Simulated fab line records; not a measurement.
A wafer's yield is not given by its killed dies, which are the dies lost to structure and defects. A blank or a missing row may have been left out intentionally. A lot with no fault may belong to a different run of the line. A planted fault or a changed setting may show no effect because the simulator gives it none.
fab line records -- flow n5_finfet
record lots=7, wafers=39
route steps=1938 shown BEOL_M3@931 BEOL_M10@1512
start_h: start of the lot's first displayed wafer, in hours after the record's first day -- wait_h: time in hours since the lot's previous step -- " identical to the entry in the row above -- L1.1+2: a row that stands for several wafers -- - no value, or no start was given -- * or withheld: withheld -- < > ~ a bound
route shown NAME@n: a module of which the file shows steps, and the number in the route of the first -- usual: average and standard deviation across the fault-free wafers -- same: alike in all rows -- chamber/n: place in a boat -- sites: per-site readings -- _std_site: the standard deviation of these -- _edge_site: inner sites' mean taken away from outer sites' mean -- radius_mm: for every site, how far away it sits from the centre of the wafer -- mask NAME#n: copy n -- behind: the tool/chamber that last shaped the wafer -- hold: what put the lot on hold/how long, in hours/how the hold closed -- device: transistor that didn't switch, given as n, p or np -- end of line: tests run on the same wafers once the route is complete -- a step without rows: its recipe alone -- killed: not the wafer's yield, but the dies lost to structure and defects at the first sort -- map: per-die view of a wafer (x killed, . not killed, _ where there is no die)
set.NAME: the setting that was run; set.NAME@STEP: the one run at that earlier step -- model.NAME: the simulator's own value behind a step, which no gauge read
lots where settings were altered on purpose, with a table for each step and a row for each wafer
## steps
# step N5_BEOL_M3_ILD_DEP_00
# recipe material=SiOC, target_thk_a=790, temp_c=350, precursor=DEMS/O2, pressure_torr=5, rf_w=500, time_s=15.3
lot.wafer,tool,chamber,start_h,wait_h,set.target_thk_a,model.SiOC_of_BEOL_M3_ILD_DEP_00.thk_nm
L074.2,pecvd-04,1,144.94,0.0,790,78.4
L074.4,pecvd-04,2,144.94,0.0,790,79.2
L074.6,pecvd-04,1,144.94,0.0,790,79.4
L076.1,pecvd-01,1,157.51,0.0,790,77.6
L076.2,pecvd-01,2,157.51,0.0,1194,119.2
L076.3,pecvd-01,0,157.51,0.0,790,78.2
L076.4,pecvd-01,0,157.51,0.0,1194,121
L076.5,pecvd-01,1,157.51,0.0,790,79.4
L076.6,pecvd-01,2,157.51,0.0,1194,120
L086.1,pecvd-04,2,214.37,0.0,1098,110
L086.2,pecvd-04,0,214.37,0.0,1098,110.6
L086.3,pecvd-04,1,214.37,0.0,790,79.4
L086.4,pecvd-04,0,214.37,0.0,790,80
L086.5,pecvd-04,1,214.37,0.0,790,81.2
L086.6,pecvd-04,2,214.37,0.0,1098,112
L085.1+3,pecvd-02,"2,1",218.63,0.0,790,78.8
L085.2,pecvd-02,0,218.63,0.0,932,92.6
L085.4,pecvd-02,1,218.63,0.0,932,94.2
L085.5,pecvd-02,0,218.63,0.0,790,79
L085.6,pecvd-02,2,218.63,0.0,932,94.8
L087.1,pecvd-02,0,223.91,0.0,790,77.8
L087.2,pecvd-02,1,223.91,0.0,790,78.6
L087.3+5,pecvd-02,2,223.91,0.0,790,78
L087.4,pecvd-02,1,223.91,0.0,790,79.4
L087.6,pecvd-02,0,223.91,0.0,790,78.2
L094.1,pecvd-01,0,261.28,0.0,790,79.2
L094.2+3,pecvd-01,"2,1",261.28,0.0,790,77.8
L094.4,pecvd-01,0,261.28,0.0,790,80.2
L094.5,pecvd-01,2,261.28,0.0,790,79.4
L094.6,pecvd-01,1,261.28,0.0,790,79
L095.1,pecvd-01,2,262.67,0.0,790,79.2
L095.2,pecvd-01,0,262.67,0.0,790,78.6
L095.3,pecvd-01,2,262.67,0.0,790,80.8
L095.4,pecvd-01,0,262.67,0.0,790,81
L095.5+6,pecvd-01,"0,2",262.67,0.0,790,80.4
# step N5_BEOL_M3_THK_MEAS_01
# recipe reads=SiOC_of_BEOL_M3_ILD_DEP_00
# usual M3_ILD_THK=78.9/1
lot.wafer,tool,chamber,start_h,wait_h,set.target_thk_a@BEOL_M3_ILD_DEP_00,M3_ILD_THK[nm]
L074.2,film_metro-02,-,145.01,0.1,790,78.5
L074.4,film_metro-02,-,145.01,0.1,790,79.1
L074.6,film_metro-02,-,145.01,0.1,790,79.3
L076.1,film_metro-01,-,157.58,0.0,790,77.6
L076.2,film_metro-01,-,157.58,0.0,1194,119.2
L076.3,film_metro-01,-,157.58,0.0,790,78.1
L076.4,film_metro-01,-,157.58,0.0,1194,121.0
L076.5,film_metro-01,-,157.58,0.0,790,79.5
L076.6,film_metro-01,-,157.58,0.0,1194,120.0
L086.1,film_metro-01,-,214.44,0.0,1098,109.9
L086.2,film_metro-01,-,214.44,0.0,1098,110.4
L086.3,film_metro-01,-,214.44,0.0,790,79.4
L086.4,film_metro-01,-,214.44,0.0,790,80.1
L086.5,film_metro-01,-,214.44,0.0,790,81.2
L086.6,film_metro-01,-,214.44,0.0,1098,112.0
L085.1,film_metro-01,-,218.69,0.0,790,78.8
L085.2,film_metro-01,-,218.69,0.0,932,92.6
L085.3,film_metro-01,-,218.69,0.0,790,78.7
L085.4,film_metro-01,-,218.69,0.0,932,94.2
L085.5,film_metro-01,-,218.69,0.0,790,79.1
L085.6,film_metro-01,-,218.69,0.0,932,94.8
L087.1,film_metro-02,-,223.98,0.0,790,77.8
L087.2,film_metro-02,-,223.98,0.0,790,78.6
L087.3,film_metro-02,-,223.98,0.0,790,77.9
L087.4,film_metro-02,-,223.98,0.0,790,79.5
L087.5,film_metro-02,-,223.98,0.0,790,78.1
L087.6,film_metro-02,-,223.98,0.0,790,78.3
L094.1,film_metro-02,-,261.35,0.0,790,79.1
L094.2,film_metro-02,-,261.35,0.0,790,77.7
L094.3,film_metro-02,-,261.35,0.0,790,77.8
L094.4,film_metro-02,-,261.35,0.0,790,80.1
L094.5,film_metro-02,-,261.35,0.0,790,79.4
L094.6,film_metro-02,-,261.35,0.0,790,79.0
L095.1,film_metro-02,-,262.75,0.1,790,79.2
L095.2,film_metro-02,-,262.75,0.1,790,78.5
L095.3,film_metro-02,-,262.75,0.1,790,80.8
L095.4,film_metro-02,-,262.75,0.1,790,81.0
L095.5,film_metro-02,-,262.75,0.1,790,80.4
L095.6,film_metro-02,-,262.75,0.1,790,80.3
# step N5_BEOL_M10_TRENCH_ETCH_37
# recipe chemistry=C4F6/O2, target_depth_a=1488.3, target=SiCOH_lowk, time_s=48, ion_energy_ev=250, pressure_mtorr=30, source_w=345, bias_w=185, Ar_flow_sccm=300, C4F6_flow_sccm=10, O2_flow_sccm=10
lot.wafer,tool,chamber,start_h,wait_h,set.target_depth_a,model.etch.depth_nm,model.BEOL_M10.feature_depth_nm,model.TiN_of_BEOL_M10_HM_DEP_02.thk_nm
L074.2,rie_diel-06,2,-,-,1488.3,147.6,147.6,16.2
L074.4,rie_diel-06,0,-,-,1488.3,146.4,146.4,16
L074.6,rie_diel-06,0,-,-,1488.3,148.7,148.8,16.2
L076.1,rie_diel-05,0,-,-,1488.3,152.7,152.6,15.8
L076.2,rie_diel-05,3,-,-,1488.3,146.8,146.8,16.4
L076.3,rie_diel-05,2,-,-,2345,231.1,231,13.6
L076.4,rie_diel-05,1,-,-,2345,235.9,236,13.6
L076.5,rie_diel-05,0,-,-,2345,240.1,240.2,13.4
L076.6,rie_diel-05,3,-,-,1488.3,147.4,147.4,16.4
L086.1,rie_diel-06,1,-,-,1488.3,147.6,147.6,15.8
L086.2,rie_diel-06,2,-,-,1103,107.9,107.8,16.8
L086.3,rie_diel-06,3,-,-,1488.3,148.9,148.8,15.6
L086.4,rie_diel-06,0,-,-,1103,108.3,108.4,16.8
L086.5,rie_diel-06,0,-,-,1103,107.7,107.6,16.8
L086.6,rie_diel-06,3,-,-,1488.3,148.6,148.6,15.8
L085.1,rie_diel-06,1,-,-,882,89.18,89.2,17.6
L085.2,rie_diel-06,0,-,-,1488.3,147.4,147.4,15.8
L085.3,rie_diel-06,3,-,-,882,89.38,89.4,17.4
L085.4,rie_diel-06,2,-,-,1488.3,146.2,146.2,16
L085.5,rie_diel-06,0,-,-,1488.3,147.1,147.2,16
L085.6,rie_diel-06,3,-,-,882,88.93,89,17.6
L087.1,rie_diel-05,3,-,-,1488.3,147.9,147.8,16.2
L087.2,rie_diel-05,1,-,-,1871,188.6,188.6,15
L087.3,rie_diel-05,2,-,-,1488.3,146.5,146.6,16.2
L087.4,rie_diel-05,0,-,-,1871,192,192,15
L087.5,rie_diel-05,2,-,-,1871,185.1,185.2,15.4
L087.6,rie_diel-05,1,-,-,1488.3,150.4,150.4,16.2
L094.1,rie_diel-05,3,-,-,1488.3,144.9,144.8,16
L094.2,rie_diel-05,2,-,-,1900,185.9,186,14.6
L094.3,rie_diel-05,1,-,-,1488.3,147.1,147.2,15.8
L094.4,rie_diel-05,0,-,-,1900,192.3,192.4,14.8
L094.5,rie_diel-05,2,-,-,1900,185.6,185.6,14.8
L094.6,rie_diel-05,1,-,-,1488.3,148.2,148.2,15.8
L095.1,rie_diel-02,1,-,-,1488.3,151.5,151.6,15.8
L095.2,rie_diel-02,3,-,-,750.9,75.19,75.2,17.8
L095.3,rie_diel-02,2,-,-,1488.3,143.8,143.8,16
L095.4,rie_diel-02,0,-,-,750.9,73.99,74,18
L095.5,rie_diel-02,0,-,-,750.9,74.48,74.4,17.8
L095.6,rie_diel-02,3,-,-,1488.3,148.4,148.4,16
# step N5_BEOL_M10_ETCH_41
# recipe chemistry=CH3F/O2, target=SiCN, target_depth_a=426, taper_deg=2, time_s=86, ion_energy_ev=120, mask_material=TiN, pressure_mtorr=30, source_w=395, bias_w=75, Ar_flow_sccm=150, CH3F_flow_sccm=30, O2_flow_sccm=20
# step N5_BEOL_M10_STRIP_77
# recipe chemistry=N2/H2, time_s=10, power_w=450, temp_c=40, pressure_mtorr=20, rf_frequency_hz=6e+07, bias_power_w=7, n2_flow_sccm=200, h2_flow_sccm=200
# step N5_BEOL_M10_OCD_MEAS_38
# usual trench_depth_nm=147.9/2.6
lot.wafer,tool,chamber,start_h,wait_h,set.target_depth_a@BEOL_M10_TRENCH_ETCH_37,trench_depth_nm
L074.2,ocd-02,-,211.09,-,1488.3,147.1
L074.4,ocd-02,-,211.09,-,1488.3,145.9
L074.6,ocd-02,-,211.09,-,1488.3,148.6
L076.1,ocd-01,-,226.59,-,1488.3,152.5
L076.2,ocd-01,-,226.59,-,1488.3,147.2
L076.3,ocd-01,-,226.59,-,2345,230.7
L076.4,ocd-01,-,226.59,-,2345,235.6
L076.5,ocd-01,-,226.59,-,2345,240.0
L076.6,ocd-01,-,226.59,-,1488.3,147.3
L086.1,ocd-01,-,279.20,-,1488.3,147.3
L086.2,ocd-01,-,279.20,-,1103,108.3
L086.3,ocd-01,-,279.20,-,1488.3,149.5
L086.4,ocd-01,-,279.20,-,1103,108.6
L086.5,ocd-01,-,279.20,-,1103,107.6
L086.6,ocd-01,-,279.20,-,1488.3,147.9
L085.1,ocd-01,-,284.61,-,882,89.4
L085.2,ocd-01,-,284.61,-,1488.3,147.3
L085.3,ocd-01,-,284.61,-,882,89.7
L085.4,ocd-01,-,284.61,-,1488.3,146.0
L085.5,ocd-01,-,284.61,-,1488.3,147.1
L085.6,ocd-01,-,284.61,-,882,89.4
L087.1,ocd-01,-,291.68,-,1488.3,147.9
L087.2,ocd-01,-,291.68,-,1871,188.5
L087.3,ocd-01,-,291.68,-,1488.3,146.8
L087.4,ocd-01,-,291.68,-,1871,192.0
L087.5,ocd-01,-,291.68,-,1871,185.2
L087.6,ocd-01,-,291.68,-,1488.3,150.3
L094.1,ocd-01,-,333.13,-,1488.3,145.0
L094.2,ocd-01,-,333.13,-,1900,186.3
L094.3,ocd-01,-,333.13,-,1488.3,147.2
L094.4,ocd-01,-,333.13,-,1900,192.3
L094.5,ocd-01,-,333.13,-,1900,185.9
L094.6,ocd-01,-,333.13,-,1488.3,148.0
L095.1,ocd-01,-,341.38,-,1488.3,151.9
L095.2,ocd-01,-,341.38,-,750.9,75.4
L095.3,ocd-01,-,341.38,-,1488.3,143.4
L095.4,ocd-01,-,341.38,-,750.9,73.8
L095.5,ocd-01,-,341.38,-,750.9,74.2
L095.6,ocd-01,-,341.38,-,1488.3,149.3
# step N5_BEOL_M10_HM_STRIP_39
# recipe chemistry=peroxide_tin_strip, material=TiN, target_depth_a=250, temp_c=50, time_s=158
# step N5_BEOL_M10_SRD_40
# recipe time_s=30, temp_c=23, rinse_liquid=diw, dry=ipa_marangoni
# step N5_BEOL_M10_ECD_50
# recipe material=Cu, target_thk_a=3180
# step N5_BEOL_M10_ANNEAL_51
# recipe temp_c=225, time_s=90, ambient=N2
# step N5_BEOL_M10_CMP_52
# recipe stop_on=SiCOH_lowk, t_overpolish_s=7, down_force_psi=1, platen_rpm=50, clearing_platen_down_force_psi=1.5, clearing_platen_rpm=50, post_cmp_clean=cu_alkaline, target_thk_nm=140, clearing_platen_pad_velocity_m_s=0.99484, pad_velocity_m_s=0.99484
lot.wafer,tool,chamber,start_h,wait_h,set.target_depth_a@BEOL_M10_TRENCH_ETCH_37,model.Cu_of_BEOL_M10_ECD_50.thk_nm
L074.4,cmp-04,3,214.27,0.2,1488.3,135
L074.2,cmp-04,0,214.27,0.2,1488.3,137.4
L074.6,cmp-04,2,214.27,0.2,1488.3,138.4
L076.2,cmp-01,1,229.60,0.4,1488.3,137.6
L076.1,cmp-01,2,229.60,0.4,1488.3,142.8
L076.3,cmp-01,3,229.60,0.4,2345,221.2
L076.4,cmp-01,0,229.60,0.4,2345,227.4
L076.5,cmp-01,1,229.60,0.4,2345,231.4
L076.6,cmp-01,2,229.60,0.4,1488.3,137.8
L086.1,cmp-04,2,283.21,0.3,1488.3,139.2
L086.3,cmp-04,3,283.21,0.3,1488.3,138.6
L086.2,cmp-04,0,283.21,0.3,1103,98.6
L086.4,cmp-04,1,283.21,0.3,1103,99.4
L086.6,cmp-04,2,283.21,0.3,1488.3,138.8
L086.5,cmp-04,3,283.21,0.3,1103,97
L085.4,cmp-03,2,286.73,0.1,1488.3,136.2
L085.2,cmp-03,3,286.73,0.1,1488.3,138.6
L085.1,cmp-03,0,286.73,0.1,882,80.8
L085.3,cmp-03,1,286.73,0.1,882,80.6
L085.6,cmp-03,2,286.73,0.1,882,78.8
L085.5,cmp-03,3,286.73,0.1,1488.3,138
L087.4,cmp-03,1,293.78,0.1,1871,184.6
L087.3,cmp-03,2,293.78,0.1,1488.3,138
L087.2,cmp-03,3,293.78,0.1,1871,181.4
L087.1,cmp-03,0,293.78,0.1,1488.3,140.8
L087.6,cmp-03,1,293.78,0.1,1488.3,141.4
L087.5,cmp-03,2,293.78,0.1,1871,177.2
L094.2,cmp-03,0,335.19,0.2,1900,175.4
L094.4,cmp-03,1,335.19,0.2,1900,182.6
L094.1,cmp-03,2,335.19,0.2,1488.3,135.4
L094.3,cmp-03,3,335.19,0.2,1488.3,137.6
L094.6,cmp-03,0,335.19,0.2,1488.3,138.6
L094.5,cmp-03,1,335.19,0.2,1900,175.2
L095.3,cmp-01,1,343.51,0.2,1488.3,135.6
L095.4,cmp-01,2,343.51,0.2,750.9,65.2
L095.2,cmp-01,3,343.51,0.2,750.9,66.8
L095.1,cmp-01,0,343.51,0.2,1488.3,143.4
L095.6,cmp-01,1,343.51,0.2,1488.3,140
L095.5,cmp-01,2,343.51,0.2,750.9,65.6
# step N5_BEOL_M10_THK_MEAS_53
# recipe thk_meas_gauge=xrf, reads=Cu_of_BEOL_M10_ECD_50
# usual M10_THK=133.5/2.9
lot.wafer,tool,chamber,start_h,wait_h,set.target_depth_a@BEOL_M10_TRENCH_ETCH_37,M10_THK[nm]
L074.2,film_metro-02,-,214.49,-,1488.3,131.5
L074.4,film_metro-02,-,214.49,-,1488.3,129.4
L074.6,film_metro-02,-,214.49,-,1488.3,131.6
L076.1,film_metro-02,-,229.89,-,1488.3,137.8
L076.2,film_metro-02,-,229.89,-,1488.3,132.6
L076.3,film_metro-02,-,229.89,-,2345,212.5
L076.4,film_metro-02,-,229.89,-,2345,218.8
L076.5,film_metro-02,-,229.89,-,2345,222.9
L076.6,film_metro-02,-,229.89,-,1488.3,132.9
L086.1,film_metro-02,-,283.51,-,1488.3,135.3
L086.2,film_metro-02,-,283.51,-,1103,95.5
L086.3,film_metro-02,-,283.51,-,1488.3,134.1
L086.4,film_metro-02,-,283.51,-,1103,96.4
L086.5,film_metro-02,-,283.51,-,1103,93.7
L086.6,film_metro-02,-,283.51,-,1488.3,134.2
L085.1,film_metro-01,-,287.02,-,882,77.6
L085.2,film_metro-01,-,287.02,-,1488.3,133.5
L085.3,film_metro-01,-,287.02,-,882,78.1
L085.4,film_metro-01,-,287.02,-,1488.3,131.6
L085.5,film_metro-01,-,287.02,-,1488.3,133.2
L085.6,film_metro-01,-,287.02,-,882,75.7
L087.1,film_metro-02,-,294.08,-,1488.3,134.6
L087.2,film_metro-02,-,294.08,-,1871,172.9
L087.3,film_metro-02,-,294.08,-,1488.3,131.2
L087.4,film_metro-02,-,294.08,-,1871,175.9
L087.5,film_metro-02,-,294.08,-,1871,168.8
L087.6,film_metro-02,-,294.08,-,1488.3,134.5
L094.1,film_metro-01,-,335.48,-,1488.3,130.9
L094.2,film_metro-01,-,335.48,-,1900,169.1
L094.3,film_metro-01,-,335.48,-,1488.3,133.6
L094.4,film_metro-01,-,335.48,-,1900,177.0
L094.5,film_metro-01,-,335.48,-,1900,169.2
L094.6,film_metro-01,-,335.48,-,1488.3,134.6
L095.1,film_metro-02,-,343.81,-,1488.3,136.8
L095.2,film_metro-02,-,343.81,-,750.9,63.7
L095.3,film_metro-02,-,343.81,-,1488.3,129.1
L095.4,film_metro-02,-,343.81,-,750.9,62.5
L095.5,film_metro-02,-,343.81,-,750.9,63.0
L095.6,film_metro-02,-,343.81,-,1488.3,133.5
# step N5_BEOL_M10_PRE_CLEAN_55
# recipe gas=NH3, time_s=15, temp_c=withheld, rf_power_w=300
# step N5_BEOL_M10_DEP_56
# recipe material=SiCN, target_thk_a=150, temp_c=withheld, precursor=3MS/NH3, pressure_torr=3, rf_w=202, time_s=26.5
# step N5_BEOL_M10_RS_MEAS_57
# recipe thk_meas_gauge=four-point-probe, reads=Cu_of_BEOL_M10_ECD_50+Co_of_BEOL_M10_CVD_75+TaN_of_BEOL_M10_ALD_74
# usual M10_RS=0.152/0.0034
lot.wafer,tool,chamber,start_h,wait_h,set.target_depth_a@BEOL_M10_TRENCH_ETCH_37,M10_RS[ohm/sq]
L074.2,film_metro-01,-,214.62,0.1,1488.3,0.154
L074.4,film_metro-01,-,214.62,0.1,1488.3,0.157
L074.6,film_metro-01,-,214.62,0.1,1488.3,0.153
L076.1,film_metro-02,-,230.06,0.1,1488.3,0.148
L076.2,film_metro-02,-,230.06,0.1,1488.3,0.154
L076.3,film_metro-02,-,230.06,0.1,2345,0.092
L076.4,film_metro-02,-,230.06,0.1,2345,0.089
L076.5,film_metro-02,-,230.06,0.1,2345,0.088
L076.6,film_metro-02,-,230.06,0.1,1488.3,0.154
L086.1,film_metro-01,-,283.64,0.1,1488.3,0.152
L086.2,film_metro-01,-,283.64,0.1,1103,0.223
L086.3,film_metro-01,-,283.64,0.1,1488.3,0.153
L086.4,film_metro-01,-,283.64,0.1,1103,0.222
L086.5,film_metro-01,-,283.64,0.1,1103,0.228
L086.6,film_metro-01,-,283.64,0.1,1488.3,0.153
L085.1,film_metro-01,-,287.16,0.1,882,0.282
L085.2,film_metro-01,-,287.16,0.1,1488.3,0.153
L085.3,film_metro-01,-,287.16,0.1,882,0.282
L085.4,film_metro-01,-,287.16,0.1,1488.3,0.155
L085.5,film_metro-01,-,287.16,0.1,1488.3,0.154
L085.6,film_metro-01,-,287.16,0.1,882,0.290
L087.1,film_metro-01,-,294.25,0.1,1488.3,0.150
L087.2,film_metro-01,-,294.25,0.1,1871,0.114
L087.3,film_metro-01,-,294.25,0.1,1488.3,0.154
L087.4,film_metro-01,-,294.25,0.1,1871,0.112
L087.5,film_metro-01,-,294.25,0.1,1871,0.117
L087.6,film_metro-01,-,294.25,0.1,1488.3,0.149
L094.1,film_metro-01,-,335.62,0.1,1488.3,0.157
L094.2,film_metro-01,-,335.62,0.1,1900,0.118
L094.3,film_metro-01,-,335.62,0.1,1488.3,0.154
L094.4,film_metro-01,-,335.62,0.1,1900,0.113
L094.5,film_metro-01,-,335.62,0.1,1900,0.118
L094.6,film_metro-01,-,335.62,0.1,1488.3,0.153
L095.1,film_metro-02,-,343.98,0.1,1488.3,0.147
L095.2,film_metro-02,-,343.98,0.1,750.9,0.354
L095.3,film_metro-02,-,343.98,0.1,1488.3,0.156
L095.4,film_metro-02,-,343.98,0.1,750.9,0.365
L095.5,film_metro-02,-,343.98,0.1,750.9,0.361
L095.6,film_metro-02,-,343.98,0.1,1488.3,0.151
## key
split step=N5_BEOL_M3_ILD_DEP_00, setting=target_thk_a, stated=790, by=wafer
response step=N5_BEOL_M3_ILD_DEP_00, reading=model.SiOC_of_BEOL_M3_ILD_DEP_00.thk_nm, change=+0.807, per=1%, r=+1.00
response step=N5_BEOL_M3_THK_MEAS_01, reading=M3_ILD_THK, change=+0.805, per=1%, r=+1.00
split step=N5_BEOL_M10_TRENCH_ETCH_37, setting=target_depth_a, stated=1488.3, by=wafer
response step=N5_BEOL_M10_TRENCH_ETCH_37, reading=model.etch.depth_nm, change=+1.49, per=1%, r=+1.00
response step=N5_BEOL_M10_TRENCH_ETCH_37, reading=model.BEOL_M10.feature_depth_nm, change=+1.49, per=1%, r=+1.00
response step=N5_BEOL_M10_TRENCH_ETCH_37, reading=model.TiN_of_BEOL_M10_HM_DEP_02.thk_nm, change=-0.0421, per=1%, r=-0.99
response step=N5_BEOL_M10_OCD_MEAS_38, reading=trench_depth_nm, change=+1.49, per=1%, r=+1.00
response step=N5_BEOL_M10_CMP_52, reading=model.Cu_of_BEOL_M10_ECD_50.thk_nm, change=+1.5, per=1%, r=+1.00
response step=N5_BEOL_M10_THK_MEAS_53, reading=M10_THK, change=+1.43, per=1%, r=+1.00
response step=N5_BEOL_M10_RS_MEAS_57, reading=M10_RS, shape=bent, at_lowest=0.360, at_stated=0.153, at_highest=0.090
